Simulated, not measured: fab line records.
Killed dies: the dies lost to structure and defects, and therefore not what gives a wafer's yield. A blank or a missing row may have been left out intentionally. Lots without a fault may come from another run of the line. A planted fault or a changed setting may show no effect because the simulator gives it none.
Chamber matching | flow n5Finfet | N5_BEOL_M2_PECVD_72 on pecvd-01: 3 sister chambers
The step deposits SiO2 from TEOS/O2, target thk 16 nm, time 18 s. 3 wafers are shown with their chamber, then 12 later ones without.

## EACH WAFER AND ITS CHAMBER
wafer  | chamber | throttleValvePct (%)
L090.1 | 2       | 20.9
L090.2 | 0       | 22.3
L090.3 | 1       | 25.6

## WAFERS WHOSE CHAMBER IS MISSING
wafer  | throttleValvePct (%)
L090.4 | 22.3
L090.5 | 25.7
L090.6 | 20.9
L095.2 | 22.4
L095.3 | 25.8
L095.4 | 22.6
L096.1 | 21.0
L096.2 | 22.1
L096.3 | 25.5
L096.4 | 25.6
L096.5 | 22.2
L096.6 | 21.2

## EACH ONE'S CHAMBER
wafer  | from the rows above | in truth
L090.4 | 0                   | 0
L090.5 | 1                   | 1
L090.6 | 2                   | 2
L095.2 | 0                   | 0
L095.3 | 1                   | 1
L095.4 | 0                   | 0
L096.1 | 2                   | 2
L096.2 | 0                   | 0
L096.3 | 1                   | 1
L096.4 | 1                   | 1
L096.5 | 0                   | 0
L096.6 | 2                   | 2
Placed correctly: 12 of 12. Number that these rows cannot place: 0. 0 placed wrongly.
How it was worked out, from the rows above alone: a wafer's distance from a chamber is the root of the sum, over the readings, of the square of ((its reading less the chamber's mean) divided by the reading's scatter). The wafer belongs to the nearest chamber; if the next one is less than 2 further off, it can't be placed. A chamber's mean is the mean of its shown wafers. The scatter: with one shown wafer a chamber, the root of the mean of the squares of how far each hidden wafer lies from its nearest shown one.
